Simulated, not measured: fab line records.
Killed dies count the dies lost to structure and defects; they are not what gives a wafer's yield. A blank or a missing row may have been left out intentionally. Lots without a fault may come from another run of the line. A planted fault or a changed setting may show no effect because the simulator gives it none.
2 desks looking at one fault    flow nand_harc    numbers are kept per desk, each desk with only its own; the story behind them comes last

AT THE TOOL OWNER'S DESK: rie_diel-12
The tool's own readings at NHARC_A_CONTACT_ETCH_49 (etches the open film in N2/H2, target depth 260 nm, time 475.3 s): means of the sampled wafers that have a number, for each lot that ran on this tool. The brackets show how far a lot's mean lies from the usual mean; more than 4 standard deviations puts the lot out of limits, marked OUT.
Columns: A = drypump_motor_current_A at NHARC_A_CONTACT_ETCH_49, usual 5.8 A; B = oes_product_au at NHARC_A_CONTACT_ETCH_49, usual 1.001 a.u.; C = rf_fwd_power_W at NHARC_A_CONTACT_ETCH_49, usual 399.4 W; D = rf_vpp_V at NHARC_A_CONTACT_ETCH_49, usual 429.5 V; E = run_length_s at NHARC_A_CONTACT_ETCH_49, usual 496.7 s; F = showerhead_plenum_p_Torr at NHARC_A_CONTACT_ETCH_49, usual 2.01 Torr; G = throttle_valve_pct at NHARC_A_CONTACT_ETCH_49, usual 14.170 %
lot   first seen here  A    B      C      D      E                        F     G
L714  day 22 04:49     6.1  1.005  398.2  428.0  496.4                    1.95  14.158
L715  day 23 02:20     5.9  0.994  399.6  426.2  496.5                    1.91  14.167
L717  day 24 09:09     5.6  1.007  399.4  428.9  497.1                    2.01  14.180
L718  day 25 01:49     6.0  1.006  399.3  429.4  496.9                    2.00  14.169
L724  day 27 12:39     5.7  1.003  398.6  431.0  441.3 (-99 or more) OUT  2.07  14.168
L728  day 28 16:15     6.1  0.994  398.9  431.3  441.3 (-99 or more) OUT  2.06  14.167
This desk finds L724, L728 out of limits, L724 being first, at day 27 12:39 (run_length_s at NHARC_A_CONTACT_ETCH_49). In limits: L714, L715, L717, L718.

THE METROLOGY DESK
What the gauges read, lot by lot, whatever tool the lot ran on: means of the sampled wafers that have a number. The brackets show how far a lot's mean lies from the usual mean; more than 4 standard deviations puts the lot out of limits, marked OUT.
Columns: A = overlay_x_nm at NHARC_A_CONTACT_OVL_MEAS_43, usual 0.0 nm; B = overlay_y_nm at NHARC_A_CONTACT_OVL_MEAS_43, usual -0.2 nm
lot   first seen here  A     B
L711  day 21 18:17     0.4   -0.4
L714  day 22 04:31     1.3   1.5
L712  day 22 04:40     0.9   1.1
L713  day 22 04:58     0.2   -0.5
L715  day 23 01:35     1.2   -1.0
L716  day 23 14:22     -0.7  0.8
L717  day 24 08:53     -1.5  -0.5
L718  day 25 01:05     0.9   -0.2
L724  day 27 12:20     0.6   -1.2
L728  day 28 15:56     -1.7  1.0
L731  day 30 01:59     0.2   0.6
This desk's verdict: no lot among the 11 shows anything out of limits.

BROUGHT TOGETHER
The tool owner's desk could have raised an alarm at day 27 12:39, on L724, L728.
Metrology desk: nothing out of limits seen.
The metrology desk has L724, L728 on record, within its limits.
Every lot named ran NHARC_A_CONTACT_ETCH_49 on rie_diel-12.

WHAT THE SIMULATOR HAD PUT IN
rie_diel-12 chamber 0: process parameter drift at NHARC_A_CONTACT_ETCH_49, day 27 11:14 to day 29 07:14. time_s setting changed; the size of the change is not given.
Shown lots that were struck: L724, L728.
How many hours passed from the start of the fault until each desk's first out-of-limits reading: the tool owner's desk, 1.
